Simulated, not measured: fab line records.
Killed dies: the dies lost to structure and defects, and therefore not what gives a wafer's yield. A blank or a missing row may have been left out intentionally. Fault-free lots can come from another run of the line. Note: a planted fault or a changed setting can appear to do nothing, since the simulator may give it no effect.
fab line records + flow n5-finfet
[record]
- lots = 3
- wafers = 9
- last-day = 17
route steps=1938 shown BEOL_M0_SAQP@657 BEOL_M0@715 BEOL_M4@1111 PASSIVATION@1936
lots untouched by any fault: they come from a run of this same line in which no faults occurred
start-h: start of the lot's first displayed wafer, in hours after the record's first day + wait-h: hours from the lot's prior step to this one + " as in the row above + L1.1+2: a row that stands for several wafers + - value missing, or start not given + * or withheld: withheld + < > ~ a bound
route shown NAME@n: NAME is a module with steps in the file, n the number in the route of the first one + usual: average and standard deviation across the fault-free wafers + same: alike in all rows + chamber/n: place in a boat + sites: the reading at each site + _std_site: the standard deviation of these + _edge_site: inner sites' mean taken away from outer sites' mean + radius-mm: how far each site lies from the wafer's centre + mask NAME#n: copy n + behind: the last tool/chamber to shape the wafer + hold: what put the lot on hold/how long, in hours/how the hold closed + device: which transistor (n, p or np) failed to switch + end of line: the route-end tests of the same wafers + for a step that has no rows: nothing shown but its recipe + killed: dies lost to structure and defects at the first sort, not the wafer's yield + map: a wafer's dies, x killed, . not, _ none there
set.NAME: the setting as run; set.NAME@STEP: as run at that earlier step + model.NAME: the simulator's own value behind a step, which no gauge read
a table for each step, a row for each wafer; lots at some steps of the route
services: the hour from which a tool's chamber was out of use, counted from the record's first day as start-h (under 0 if before that day), plus the number of hours and why
[[steps]]
[step N5_BEOL_M0_SAQP_STRIP_113]
[recipe]
- chemistry = CHF3/O2
- resist = SiARC
- rf-frequency-hz = 6e+07
[step N5_BEOL_M0_SAQP_MANDREL_ETCH_20]
[recipe]
- target-depth-a = 600
- chemistry = HBr/Cl2
- target = a-Si
- stop-on = SiNx
- bt-time-s = 10
- mask-material = SOC
- over-etch-frac = 0.5
- time-s = 30
- pressure-mtorr = 10
- icp-w = 800
- bias-w = 75
- HBr_flow_sccm = 150
- Cl2_flow_sccm = 80
- ends = end-point
[step N5_BEOL_M0_SAQP_STRIP_86]
[recipe]
- chemistry = N2/H2
- power-w = 500
- temp-c = 40
- pressure-mtorr = 50
- rf-frequency-hz = 6e+07
- overash-fraction = 0.3
- bias-power-w = 28
- h2-frac = 0.5
- n2-flow-sccm = 300
- h2-flow-sccm = 300
[step N5_BEOL_M0_SAQP_STRIP_115]
[recipe]
- chemistry = post-etch-residue-remover
- time-s = 60
- temp-c = 25
- remover-ph = withheld
- remover-water-wt-pct = withheld
- remover-fluoride-wt-pct = withheld
[step N5_BEOL_M0_SAQP_SRD_93]
[recipe]
- dry = ipa-marangoni
- time-s = 30
- temp-c = 23
- rinse-liquid = diw
[step N5_BEOL_M0_SAQP_RECESS_114]
[recipe]
- chemistry = HF/NH3
- target = SiO2
- target-depth-a = 144
- afs-cycles = 3
- temp-c = 30
- sublimation-temp-c = 180
- sublimation-time-s = 60
[step N5_BEOL_M0_SAQP_SPACER1_ALD_98]
[recipe]
- material = SiO2
- target-thk-a = 128
- temp-c = 300
- ald-precursor-family = BDEAS
- ald-co-reactant = O2-plasma
- pulse-time-s = 1
- purge-time-s = 2
- co-reactant-purge-time-s = 2
- ald-cycles = 138
- pressure-torr = 2
[step N5_BEOL_M0_SAQP_SPACER1_ETCHBACK_99]
[recipe]
- chemistry = CHF3/O2
- mode = anisotropic-etchback
- target = SiO2
- target-depth-a = 154
- time-s = 7.7
- pressure-mtorr = 30
- source-w = 650
- bias-w = 170
- Ar_flow_sccm = 200
- CHF3_flow_sccm = 50
- O2_flow_sccm = 5
- ion-energy-ev = 200
[step N5_BEOL_M0_SAQP_MANDREL1_REMOVE_100]
[recipe]
- chemistry = HBr/Cl2/O2
- bt-time-s = 10
- target = a-Si
- stop-on = SiNx
- endpoint = OES-SiCl
- over-etch-frac = 0.85
- icp-w = 600
- bias-w = 30
- HBr_flow_sccm = 150
- Cl2_flow_sccm = 80
- O2_flow_sccm = 5
- pressure-mtorr = 10
[step N5_BEOL_M0_SAQP_ETCH_101]
[recipe]
- chemistry = CH3F/O2
- target = SiNx
- mask-material = SiO2
- target-depth-a = 299
- time-s = 42.7
- pressure-mtorr = 30
- source-w = 395
- bias-w = 73
- Ar_flow_sccm = 150
- CH3F_flow_sccm = 30
- O2_flow_sccm = 20
- ion-energy-ev = 120
[step N5_BEOL_M0_SAQP_ETCH_102]
[recipe]
- chemistry = CF4
- target = SiO2
- target-depth-a = 40
- ion-energy-ev = 350
- time-s = 4.4
- pressure-mtorr = 10
- icp-w = 800
- bias-w = 400
- cf4-flow-sccm = 80
[step N5_BEOL_M0_SAQP_MANDREL_ETCH_103]
[recipe]
- chemistry = HBr/Cl2
- target = a-Si
- target-depth-a = 450
- bt-time-s = 10
- stop-on = SiCN
- mask-material = SiO2
- over-etch-frac = 0.8
- time-s = 27
- pressure-mtorr = 10
- icp-w = 800
- bias-w = 75
- HBr_flow_sccm = 150
- Cl2_flow_sccm = 80
- ends = end-point
[usual]
- drypump-motor-current-A = 5.7/0.52
- he-backside-leak-sccm = 2.7/0.35
- oes-product-au = 0.687/0.01
- throttle-valve-pct = 35.4/0.31
| lot.wafer | tool      | chamber | start-h | wait-h | drypump-motor-current-A | he-backside-leak-sccm | oes-product-au | rf-hours-counter-h | throttle-valve-pct | model.SiCN_of_BEOL_M0_SAQP_PECVD_03.thk-nm |
|-----------|-----------|---------|---------|--------|-------------------------|-----------------------|----------------|--------------------|--------------------|--------------------------------------------|
| L203.3    | rie-si-05 | 2       | 187.18  | 0.0    | 6.2                     | 2.4                   | 0.700          | 60                 | 35.6               | 8.6                                        |
| L203.5    | "         | 3       | "       | "      | 6.5                     | 2.7                   | 0.676          | -                  | 35.5               | 8.8                                        |
| L203.6    | "         | 0       | "       | "      | 5.2                     | 3.8                   | 0.686          | -                  | 35.3               | 8.6                                        |
| L208.2    | rie-si-05 | 3       | 214.33  | 0.0    | 6.5                     | 3.1                   | 0.665          | 1                  | 35.5               | 10.2                                       |
| L208.5    | "         | 1       | "       | "      | 4.9                     | 2.5                   | 0.681          | -                  | 35.3               | 9                                          |
| L208.6    | "         | 2       | "       | "      | 6.2                     | 2.6                   | 0.689          | -                  | 35.6               | 9.2                                        |
| L213.3    | rie-si-06 | 3       | 240.12  | 0.0    | 6.1                     | 2.7                   | 0.688          | 6                  | 35.7               | 8.6                                        |
| L213.5    | "         | 1       | "       | "      | 5.0                     | 2.9                   | 0.689          | -                  | 35.5               | 8.8                                        |
| L213.6    | "         | 0       | "       | "      | 5.8                     | 2.2                   | 0.705          | -                  | 34.8               | 9                                          |
[step N5_BEOL_M0_SAQP_RECESS_104]
[recipe]
- chemistry = HF/NH3
- target = SiO2
- target-depth-a = 180
- afs-cycles = 3
- temp-c = 30
- sublimation-temp-c = 180
- sublimation-time-s = 60
[step N5_BEOL_M0_SAQP_COAT_105]
[recipe]
- resist = SOC
- temp-c = 250
- time-s = 60
- spin-rpm = 1500
- resist-thk-nm = 100
[step N5_BEOL_M0_SAQP_ETCH_106]
[recipe]
- chemistry = N2/H2
- target = SOC
- target-depth-a = 1500
- stop-on = SiNx
- ion-energy-ev = 100
- bias-w = 61
- pressure-mtorr = 30
- source-w = 850
- n2-flow-sccm = 200
- h2-flow-sccm = 200
[step N5_BEOL_M0_SAQP_ETCH_107]
[recipe]
- chemistry = CH3F/O2
- target = SiNx
- target-depth-a = 300
- mask-material = SOC
- pressure-mtorr = 30
- source-w = 395
- bias-w = 73
- Ar_flow_sccm = 150
- CH3F_flow_sccm = 30
- O2_flow_sccm = 20
- ion-energy-ev = 120
[step N5_BEOL_M0_SAQP_STRIP_108]
[recipe]
- chemistry = N2/H2
- power-w = 500
- temp-c = 40
- pressure-mtorr = 50
- rf-frequency-hz = 6e+07
- overash-fraction = 0.3
- bias-power-w = 28
- h2-frac = 0.5
- n2-flow-sccm = 300
- h2-flow-sccm = 300
[step N5_BEOL_M0_SAQP_RECESS_109]
[recipe]
- chemistry = HF/NH3
- target = SiO2
- target-depth-a = 30
- afs-cycles = 1
- temp-c = 30
- sublimation-temp-c = 180
- sublimation-time-s = 60
[usual]
- drypump-motor-current-A = 5.6/0.47
[same]
- afs-cycles = 1
| lot.wafer | tool          | chamber | start-h | wait-h | drypump-motor-current-A | model.SiCN_of_BEOL_M0_SAQP_PECVD_03.thk-nm |
|-----------|---------------|---------|---------|--------|-------------------------|--------------------------------------------|
| L203.3    | vapor-etch-02 | 1       | 187.91  | 0.1    | 5.0                     | 8.2                                        |
| L203.5    | "             | 0       | "       | "      | 5.7                     | 8.4                                        |
| L203.6    | "             | 1       | "       | "      | 5.0                     | 8.4                                        |
| L208.2    | vapor-etch-02 | 0       | 216.56  | 0.0    | 5.7                     | 9.8                                        |
| L208.5    | "             | 0       | "       | "      | 5.7                     | 8.6                                        |
| L208.6    | "             | 1       | "       | "      | 5.0                     | 8.8                                        |
| L213.3    | vapor-etch-01 | 0       | 240.85  | 0.1    | 6.3                     | 8.2                                        |
| L213.5    | "             | 1       | "       | "      | 5.6                     | 8.4                                        |
| L213.6    | "             | 0       | "       | "      | 6.4                     | 8.6                                        |
[step N5_BEOL_M0_SAQP_SPACER2_ALD_26]
[recipe]
- material = SiO2
- target-thk-a = 150
- temp-c = 300
- ald-precursor-family = BDEAS
- ald-co-reactant = O2-plasma
- pulse-time-s = 1
- purge-time-s = 2
- co-reactant-purge-time-s = 2
- pressure-torr = 2
[step N5_BEOL_M0_SAQP_SPACER2_ETCHBACK_27]
[recipe]
- chemistry = CHF3/O2
- mode = anisotropic-etchback
- target = SiO2
- target-depth-a = 225
- time-s = 11.25
- pressure-mtorr = 30
- source-w = 650
- bias-w = 170
- Ar_flow_sccm = 200
- CHF3_flow_sccm = 50
- O2_flow_sccm = 5
- ion-energy-ev = 200
[step N5_BEOL_M0_SAQP_MANDREL2_REMOVE_110]
[recipe]
- chemistry = HBr/Cl2/O2
- bt-time-s = 10
- target = a-Si
- stop-on = SiCN
- endpoint = OES-SiCl
- over-etch-frac = 1
- icp-w = 600
- bias-w = 30
- HBr_flow_sccm = 150
- Cl2_flow_sccm = 80
- O2_flow_sccm = 5
- pressure-mtorr = 10
[step N5_BEOL_M0_SAQP_COAT_69]
[recipe]
- resist = SOC
- temp-c = 250
- time-s = 60
- spin-rpm = 1500
- resist-thk-nm = 90
[step N5_BEOL_M0_SAQP_COAT_72]
[recipe]
- resist = SiARC
- temp-c = 220
- time-s = 60
- spin-rpm = 1500
- resist-thk-nm = 15
[step N5_BEOL_M0_SAQP_COAT_87]
[recipe]
- resist = underlayer
- temp-c = 205
- time-s = 60
- spin-rpm = 1500
- resist-thk-nm = 5
[step N5_BEOL_M0_SAQP_COAT_34]
[recipe]
- resist = CAR-EUV
- spin-rpm = 1500
- resist-thk-nm = 30
[step N5_BEOL_M0_SAQP_EBR_36]
[recipe]
- solvent = PGMEA
- ebr-width-mm = 1.5
[step N5_BEOL_M0_SAQP_SOFTBAKE_35]
[recipe]
- temp-c = 110
- time-s = 60
- resist = CAR-EUV
[step N5_BEOL_M0_SAQP_EXPOSE_37]
[recipe]
- mask-id = M0_CUT1
- na = 0.33
- source-shape = annular
- sigma-inner = 0.35
- sigma-outer = 0.8
- polarization = unpolarized
- target-cd-nm = 30
- dose-mj = 44.75
[step N5_BEOL_M0_SAQP_PEB_38]
[recipe]
- peb-temp-c = 100
- peb-time-s = 60
- resist = CAR-EUV
[step N5_BEOL_M0_SAQP_DEVELOP_39]
[recipe]
- develop-time-s = 30
- developer = TMAH
- resist = CAR-EUV
- rinse-liquid = surfactant-rinse
- dry = air-spin
- dev-temp-c = 23
[step N5_BEOL_M0_SAQP_DESCUM_45]
[recipe]
- chemistry = O2
- time-s = 7
- source-power-w = 50
- bias-power-w = 20
- pressure-mtorr = 20
- rf-frequency-hz = 2.712e+07
- temp-c = 40
- resist = CAR-EUV
- o2-flow-sccm = 225
[step N5_BEOL_M0_SAQP_ETCH_88]
[recipe]
- chemistry = N2/H2
- target = underlayer
- target-depth-a = 65
- time-s = 5.2
- ion-energy-ev = 200
- mask-material = CAR-EUV
- pressure-mtorr = 30
- source-w = 840
- bias-w = 150
- n2-flow-sccm = 200
- h2-flow-sccm = 200
- ends = cleared
[step N5_BEOL_M0_SAQP_ETCH_73]
[recipe]
- chemistry = CF4
- target = SiARC
- target-depth-a = 195
- mask-material = CAR-EUV
- time-s = 32.5
- ion-energy-ev = 80
- pressure-mtorr = 40
- source-w = 545
- bias-w = 36
- Ar_flow_sccm = 100
- cf4-flow-sccm = 100
- ends = cleared
[step N5_BEOL_M0_SAQP_CUT_ETCH_46]
[recipe]
- chemistry = N2/H2
- target = SOC
- target-depth-a = 1350
- overetch-a = 270
- temp-c = 40
- time-s = 202.5
- ion-energy-ev = 200
- mask-material = SiARC
- pressure-mtorr = 30
- source-w = 840
- bias-w = 150
- n2-flow-sccm = 200
- h2-flow-sccm = 200
[step N5_BEOL_M0_SAQP_STRIP_74]
[recipe]
- chemistry = N2/H2
- temp-c = 40
- n2-flow-sccm = 200
- h2-flow-sccm = 200
- rf-frequency-hz = 6e+07
[step N5_BEOL_M0_SAQP_STRIP_89]
[recipe]
- chemistry = N2/H2
- temp-c = 40
- n2-flow-sccm = 200
- h2-flow-sccm = 200
- rf-frequency-hz = 6e+07
[step N5_BEOL_M0_SAQP_ALD_48]
[recipe]
- material = SiO2
- target-thk-a = 200
- temp-c = 100
- ald-precursor-family = BDEAS
- ald-co-reactant = O2-plasma
- pulse-time-s = 1
- co-reactant-pulse-time-s = 1
- purge-time-s = 2
- co-reactant-purge-time-s = 2
- ald-cycles = 139
- pressure-torr = 2
[step N5_BEOL_M0_ETCH_138]
[recipe]
- chemistry = CH3F/O2
- target-depth-a = 120
- target = SiCN
- time-s = 31.6
- ion-energy-ev = 120
- pressure-mtorr = 30
- source-w = 395
- bias-w = 75
- Ar_flow_sccm = 150
- CH3F_flow_sccm = 30
- O2_flow_sccm = 20
- ends = cleared
[usual]
- drypump-motor-current-A = 5.5/0.37
- etch-rf-on-time-s = 29.5/0.9
- oes-product-au = 0.67/0.072
- rf-vpp-V = 297.6/1.7
- showerhead-plenum-p-Torr = 2.01/0.077
- throttle-valve-pct = 16.27/0.21
| lot.wafer | tool        | chamber | start-h | wait-h | drypump-motor-current-A | etch-rf-on-time-s | oes-product-au | rf-hours-counter-h | rf-vpp-V | showerhead-plenum-p-Torr | throttle-valve-pct | model.etch.depth-nm |
|-----------|-------------|---------|---------|--------|-------------------------|-------------------|----------------|--------------------|----------|--------------------------|--------------------|---------------------|
| L203.3    | rie-diel-05 | 3       | 191.77  | 0.0    | 5.7                     | 28.2              | 0.76           | 20                 | 300.9    | 2.13                     | 16.13              | 8.168               |
| L203.5    | "           | 0       | "       | "      | 4.9                     | 28.6              | 0.68           | -                  | 297.9    | 2.01                     | 15.87              | 8.42                |
| L203.6    | "           | 1       | "       | "      | 5.6                     | 28.3              | 0.63           | -                  | 295.3    | 1.91                     | 16.50              | 8.304               |
| L208.2    | rie-diel-05 | 3       | 220.73  | 0.0    | 5.7                     | 33.6              | 0.75           | 32                 | 299.6    | 2.12                     | 16.14              | 9.773               |
| L208.5    | "           | 3       | "       | "      | 5.7                     | 29.8              | 0.74           | -                  | 300.6    | 2.12                     | 16.14              | 8.656               |
| L208.6    | "           | 2       | "       | "      | 5.9                     | 30.2              | 0.60           | -                  | 297.2    | 2.06                     | 16.29              | 8.848               |
| L213.3    | rie-diel-02 | 3       | 244.80  | 0.0    | 5.4                     | 28.3              | 0.73           | 61                 | 299.0    | 2.03                     | 16.19              | 8.278               |
| L213.5    | "           | 0       | "       | "      | 5.7                     | 29.2              | 0.59           | -                  | 293.9    | 1.90                     | 16.46              | 8.405               |
| L213.6    | "           | 1       | "       | "      | 5.0                     | 29.7              | 0.71           | -                  | 299.2    | 2.04                     | 16.08              | 8.692               |
[step N5_BEOL_M0_HM_OPEN_105]
[recipe]
- chemistry = Cl2/BCl3
- target-depth-a = 120
- target = TiN
- ion-energy-ev = 150
- pressure-mtorr = 10
- icp-w = 1000
- bias-w = 126
- Cl2_flow_sccm = 53.25
- bcl3-flow-sccm = 21.75
- Ar_flow_sccm = 25
[usual]
- drypump-motor-current-A = 5.7/0.47
- he-backside-leak-sccm = 3.4/0.43
- oes-product-au = 0.73/0.11
- throttle-valve-pct = 22.18/0.2
| lot.wafer | tool         | chamber | start-h | wait-h | drypump-motor-current-A | he-backside-leak-sccm | oes-product-au | rf-hours-counter-h | throttle-valve-pct | model.SiO2_of_BEOL_M0_SAQP_SPACER2_ALD_26.thk-nm |
|-----------|--------------|---------|---------|--------|-------------------------|-----------------------|----------------|--------------------|--------------------|--------------------------------------------------|
| L203.3    | rie-metal-02 | 0       | 192.22  | 0.4    | 6.1                     | 7.0                   | 0.92           | -                  | 21.82              | 3                                                |
| L203.5    | "            | 0       | "       | "      | 6.1                     | 3.8                   | 0.91           | -                  | 21.81              | 2.8                                              |
| L203.6    | "            | 1       | "       | "      | 5.5                     | 3.5                   | 0.69           | -                  | 22.28              | 3                                                |
| L208.2    | rie-metal-02 | 0       | 220.86  | 0.1    | 6.1                     | 3.3                   | 0.91           | 13                 | 21.81              | 2.4                                              |
| L208.5    | "            | 1       | "       | "      | 5.5                     | 3.5                   | 0.69           | -                  | 22.28              | 2.8                                              |
| L208.6    | "            | 0       | "       | "      | 6.1                     | 3.4                   | 0.90           | -                  | 21.80              | 2.6                                              |
| L213.3    | rie-metal-03 | 0       | 245.07  | 0.2    | 6.0                     | 3.1                   | 0.82           | -                  | 22.32              | 2.6                                              |
| L213.5    | "            | 0       | "       | "      | 6.1                     | 3.2                   | 0.82           | -                  | 22.32              | 2.6                                              |
| L213.6    | "            | 0       | "       | "      | 6.1                     | 3.0                   | 0.81           | -                  | 22.30              | 2.6                                              |
[step N5_BEOL_M0_ETCH_128]
[recipe]
- chemistry = CF4/N2
- target-depth-a = 120
- overetch-a = 51
- target = SiCN
- time-s = 21.4
- ion-energy-ev = 150
- pressure-mtorr = 40
- source-w = 430
- bias-w = 70
- Ar_flow_sccm = 100
- cf4-flow-sccm = 60
- n2-flow-sccm = 60
[usual]
- drypump-motor-current-A = 5.5/0.37
- oes-product-au = 0.54/0.057
- rf-vpp-V = 382.5/2.1
- showerhead-plenum-p-Torr = 2.22/0.077
- throttle-valve-pct = 15.42/0.2
| lot.wafer | tool        | chamber | start-h | wait-h | drypump-motor-current-A | oes-product-au | rf-hours-counter-h | rf-vpp-V | showerhead-plenum-p-Torr | throttle-valve-pct | model.etch.depth-nm |
|-----------|-------------|---------|---------|--------|-------------------------|----------------|--------------------|----------|--------------------------|--------------------|---------------------|
| L203.3    | rie-diel-05 | 1       | 192.73  | 0.3    | 5.5                     | 0.49           | 196                | 378.5    | 2.12                     | 15.61              | 8.168               |
| L203.5    | "           | 0       | "       | "      | 5.0                     | 0.54           | -                  | 383.1    | 2.23                     | 15.10              | 8.42                |
| L203.6    | "           | 3       | "       | "      | 5.7                     | 0.61           | -                  | 384.6    | 2.34                     | 15.24              | 8.304               |
| L208.2    | rie-diel-02 | 1       | 222.86  | 1.4    | 5.0                     | 0.62           | 48                 | 382.5    | 2.25                     | 15.15              | 9.773               |
| L208.5    | "           | 3       | "       | "      | 5.4                     | 0.60           | -                  | 383.2    | 2.24                     | 15.33              | 8.656               |
| L208.6    | "           | 2       | "       | "      | 5.9                     | 0.50           | -                  | 384.2    | 2.28                     | 15.68              | 8.848               |
| L213.3    | rie-diel-02 | 3       | 246.30  | 0.7    | 5.3                     | 0.58           | 62                 | 383.4    | 2.24                     | 15.35              | 8.278               |
| L213.5    | "           | 3       | "       | "      | 5.4                     | 0.58           | -                  | 383.8    | 2.24                     | 15.37              | 8.405               |
| L213.6    | "           | 0       | "       | "      | 5.7                     | 0.48           | -                  | 380.3    | 2.10                     | 15.56              | 8.692               |
[step N5_BEOL_M4_RC_MEAS_101]
[usual]
- DIBL_N = 36.9/1.7
- DIBL_P = 36.7/2.1
- IOFF_N = 0.17/0.032
- IOFF_P = 0.22/0.036
- ION_N = 674/12
- ION_P = 461/7
- SS_N = 71.7/0.6
- SS_P = 73.4/0.67
- VT_N = 249/3.1
- VT_P = -250/3.2
| lot.wafer | tool      | chamber | start-h | wait-h | DIBL_N[mV/V] | DIBL_P[mV/V] | IOFF_N[nA/um] | IOFF_P[nA/um] | ION_N[uA/um] | ION_P[uA/um] | SS_N[mV/dec] | SS_P[mV/dec] | VT_N[mV] | VT_P[mV] |
|-----------|-----------|---------|---------|--------|--------------|--------------|---------------|---------------|--------------|--------------|--------------|--------------|----------|----------|
| L203.3    | prober-01 | 0       | 241.18  | 0.3    | 35.9         | 36.4         | 0.16          | 0.22          | 668          | 464          | 71.4         | 73.7         | 249      | -249     |
| L203.5    | "         | 0       | "       | "      | 34.6         | 35.9         | 0.14          | 0.20          | 665          | 463          | 71.1         | 72.9         | 250      | -249     |
| L203.6    | "         | 0       | "       | "      | 38.3         | 38.8         | 0.20          | 0.25          | 690          | 473          | 72.5         | 73.7         | 246      | -247     |
| L208.2    | prober-02 | 0       | 271.08  | 0.2    | 35.3         | 34.8         | 0.14          | 0.19          | 665          | 458          | 70.8         | 73.2         | 250      | -250     |
| L208.5    | "         | 0       | "       | "      | 36.7         | 36.5         | 0.16          | 0.22          | 675          | 468          | 71.8         | 73.4         | 249      | -251     |
| L208.6    | "         | 0       | "       | "      | 36.5         | 36.3         | 0.16          | 0.21          | 666          | 462          | 71.2         | 73.2         | 251      | -251     |
| L213.3    | prober-02 | 0       | 295.51  | 0.3    | 40.0         | 40.8         | 0.26          | 0.32          | 698          | 473          | 73.2         | 75.6         | 244      | -245     |
| L213.5    | "         | 0       | "       | "      | 38.0         | 38.5         | 0.20          | 0.27          | 691          | 468          | 72.0         | 73.5         | 250      | -246     |
| L213.6    | "         | 0       | "       | "      | 37.7         | 38.6         | 0.20          | 0.28          | 682          | 466          | 71.4         | 74.5         | 247      | -246     |
[step N5_PASSIVATION_PROBE_49]
[usual]
- defect-limited-yield = 91.7/1.5
- killed_at_M0_to_M3 = 32/9.6
- killed_at_M4_up = 13/5.3
- killed-at-contacts = 12/6.8
- killed-at-front-end = 36/9.8
- killed-at-other = 4/3.1
- killed-dies = 98/17
- killed-open = 65/13
- killed-short = 32/8.5
- sort_bin_5_function = 4.9/0.93
- sort_bin_6_memory = 3.2/0.67
- sort_bin_8_speed = 0.00/0.02
- sort-n-pass = 1082/17
- sort-yield-pct = 91.7/1.4
[same]
- gross-dies = 1180
- killed-at-back-side = 0
- sort_bin_4_leakage[%] = 0
| lot.wafer | tool      | chamber | start-h | wait-h | defect-limited-yield[%] | killed_at_M0_to_M3 | killed_at_M4_up | killed-at-contacts | killed-at-front-end | killed-at-other | killed-dies | killed-open | killed-short | sort_bin_5_function[%] | sort_bin_6_memory[%] | sort_bin_8_speed[%] | sort-n-pass | sort-yield-pct[%] |
|-----------|-----------|---------|---------|--------|-------------------------|--------------------|-----------------|--------------------|---------------------|-----------------|-------------|-------------|--------------|------------------------|----------------------|---------------------|-------------|-------------------|
| L203.3    | prober-02 | -       | 361.40  | 1.3    | 92.0                    | 35                 | 13              | 14                 | 23                  | 9               | 94          | 63          | 30           | 4.9                    | 2.8                  | 0                   | 1086        | 92.0              |
| L203.5    | prober-02 | -       | 361.50  | 1.4    | 92.9                    | 22                 | 7               | 10                 | 43                  | 2               | 84          | 59          | 24           | 4.2                    | 2.5                  | 0                   | 1096        | 92.9              |
| L203.6    | prober-02 | -       | 361.55  | 1.5    | 95.3                    | 14                 | 4               | 11                 | 25                  | 1               | 55          | 37          | 18           | 3.1                    | 1.4                  | 0                   | 1125        | 95.3              |
| L208.2    | prober-01 | -       | 374.49  | 0.1    | 91.3                    | 33                 | 21              | 9                  | 40                  | 0               | 103         | 64          | 36           | 4.8                    | 3.3                  | 0                   | 1077        | 91.3              |
| L208.5    | prober-01 | -       | 374.64  | 0.2    | 89.2                    | 61                 | 10              | 10                 | 44                  | 2               | 127         | 71          | 47           | 5.6                    | 4.3                  | 0                   | 1053        | 89.2              |
| L208.6    | prober-01 | -       | 374.69  | 0.3    | 92.2                    | 26                 | 12              | 13                 | 39                  | 2               | 92          | 50          | 40           | 4.3                    | 3.1                  | 0                   | 1088        | 92.2              |
| L213.3    | prober-02 | -       | 395.88  | 0.1    | 89.3                    | 32                 | 15              | 23                 | 45                  | 11              | 126         | 79          | 46           | 6.6                    | 3.8                  | 0.08                | 1054        | 89.3              |
| L213.5    | prober-02 | -       | 395.98  | 0.2    | 89.2                    | 27                 | 28              | 14                 | 52                  | 7               | 128         | 85          | 43           | 6.4                    | 4.0                  | 0                   | 1052        | 89.2              |
| L213.6    | prober-02 | -       | 396.03  | 0.3    | 91.0                    | 21                 | 6               | 20                 | 51                  | 8               | 106         | 75          | 30           | 4.8                    | 4.1                  | 0                   | 1074        | 91.0              |
// killed by level:class
L203.3 MOL_CONTACT_COAG:geometric-particle:open=12 BEOL_M2:geometric-particle:open=11 BEOL_M1:geometric-particle:open=6 BEOL_M4:geometric-particle:open=5 STI_FIN_REVEAL:geometric-particle:open=4 BEOL_M0_SAQP:geometric-particle:open=4 BEOL_M2:geometric-particle:short=4 BEOL_M3:geometric-particle:open=4
L203.5 STI_FIN_REVEAL:geometric-particle:open=17 BEOL_M1:geometric-particle:open=7 MOL_CONTACT_COAG:geometric-particle:open=6 BEOL_M2:geometric-particle:open=6 FIN_SAQP:geometric-particle:short=4 MOL_CONTACT_COAG:geometric-particle:short=4 STARTING-WAFER:geometric-particle:open=4 ILD0:geometric-particle:open=3
L203.6 STI_FIN_REVEAL:geometric-particle:open=8 MOL_CONTACT_COAG:geometric-particle:open=6 FIN_SAQP:geometric-particle:short=5 FIN_SAQP:geometric-particle:open=5 MOL_CONTACT_COAG:geometric-particle:short=5 BEOL_M0:geometric-particle:open=4 BEOL_M2:geometric-particle:open=3 DUMMY_GATE:geometric-particle:open=2
L208.2 BEOL_M4:geometric-particle:open=9 MOL_CONTACT_COAG:geometric-particle:open=8 STI_FIN_REVEAL:geometric-particle:open=7 BEOL_M0_SAQP:geometric-particle:short=7 BEOL_M3:geometric-particle:open=7 BEOL_M1:geometric-particle:open=6 ILD0:geometric-particle:open=5 BEOL_M0_SAQP:geometric-particle:open=5
L208.5 BEOL_M0_SAQP:geometric-particle:open=20 BEOL_M0_SAQP:geometric-particle:short=17 BEOL_M2:geometric-particle:open=8 FIN_SAQP:geometric-particle:short=6 STI_FIN_REVEAL:geometric-particle:open=6 GATE_CUT:geometric-particle:short=5 BEOL_M1:geometric-particle:open=5 HKMG_FIN:area-etch=5
L208.6 FIN_SAQP:geometric-particle:open=11 MOL_CONTACT_COAG:geometric-particle:open=11 FIN_SAQP:geometric-particle:short=8 BEOL_M0_SAQP:geometric-particle:short=7 BEOL_M0:geometric-particle:short=6 STI_FIN_REVEAL:geometric-particle:open=5 BEOL_M0_SAQP:geometric-particle:open=4 BEOL_M4:geometric-particle:open=4
L213.3 MOL_CONTACT_COAG:geometric-particle:open=16 BEOL_M0_SAQP:geometric-particle:open=11 FIN_SAQP:geometric-particle:short=10 BEOL_M4:geometric-particle:open=9 STI_FIN_REVEAL:geometric-particle:open=7 BEOL_M0_SAQP:geometric-particle:short=7 DUMMY_GATE:geometric-particle:open=7 MOL_CONTACT_COAG:geometric-particle:short=7
L213.5 BEOL_M4:geometric-particle:open=14 FIN_SAQP:geometric-particle:short=13 MOL_CONTACT_COAG:geometric-particle:open=11 FIN_SAQP:geometric-particle:open=8 DUMMY_GATE:geometric-particle:open=8 BEOL_M1:geometric-particle:open=6 BEOL_M0_SAQP:geometric-particle:open=5 GATE_CUT:geometric-particle:open=4
L213.6 MOL_CONTACT_COAG:geometric-particle:open=17 FIN_SAQP:geometric-particle:open=15 STI_FIN_REVEAL:geometric-particle:open=12 FIN_SAQP:geometric-particle:short=8 DUMMY_GATE:geometric-particle:open=5 BEOL_M0_SAQP:geometric-particle:open=5 BEOL_M3:geometric-particle:open=5 STARTING-WAFER:geometric-particle:short=4
[[services]]
| tool          | chamber | start-h | hours | kind           |
|---------------|---------|---------|-------|----------------|
| rie-diel-02   | 1       | 169.13  | 2.1   | repair         |
| vapor-etch-01 | -       | 211.11  | 28.1  | pm             |
| rie-diel-05   | 0       | 213.96  | 11.5  | repair         |
| rie-si-06     | -       | 217.52  | 0.3   | repair         |
| rie-diel-05   | -       | 227.23  | 15.6  | pm             |
| vapor-etch-01 | -       | 239.54  | 0.6   | repair         |
| rie-metal-03  | 1       | 243.22  | -     | clean          |
| rie-metal-03  | 1       | 243.22  | 25.3  | scheduled-down |
| rie-metal-03  | 1       | 243.22  | 25.3  | vent-cycle     |
| rie-metal-03  | -       | 245.41  | 2.8   | pm             |
[[key]]
[first-sign]
- step = N5_BEOL_M0_ETCH_138
- reading = etch-rf-on-time-s
- direction = up
- sigmas = 4.5
- usual = *
- struck = *
effect none on later readings
[model-effect]
- step = N5_BEOL_M0_SAQP_MANDREL_ETCH_103
- value = SiCN_of_BEOL_M0_SAQP_PECVD_03.thk-nm
- without = 9
- struck = 10.2
[model-effect]
- step = N5_BEOL_M0_SAQP_RECESS_109
- value = SiCN_of_BEOL_M0_SAQP_PECVD_03.thk-nm
- without = 8.6
- struck = 9.8
[model-effect]
- step = N5_BEOL_M0_ETCH_138
- value = etch.depth-nm
- without = 8.58
- struck = 9.773
[model-effect]
- step = N5_BEOL_M0_HM_OPEN_105
- value = SiO2_of_BEOL_M0_SAQP_SPACER2_ALD_26.thk-nm
- without = 2.8
- struck = 2.4
[model-effect]
- step = N5_BEOL_M0_ETCH_128
- value = etch.depth-nm
- without = 8.58
- struck = 9.773
met-at N5_BEOL_M0_SAQP_MANDREL_ETCH_103
struck-wafers L208.2
onset-between 187.18 214.33
[fault]
- kind = process-parameter-drift
- tool = rie-si-05
- chamber = -
- onset-h = 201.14
- steps = N5_BEOL_M0_SAQP_MANDREL_ETCH_103
- channel = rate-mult
- offset = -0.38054
- shape = step
- end-h = 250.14
- scope = struck-wafers-only
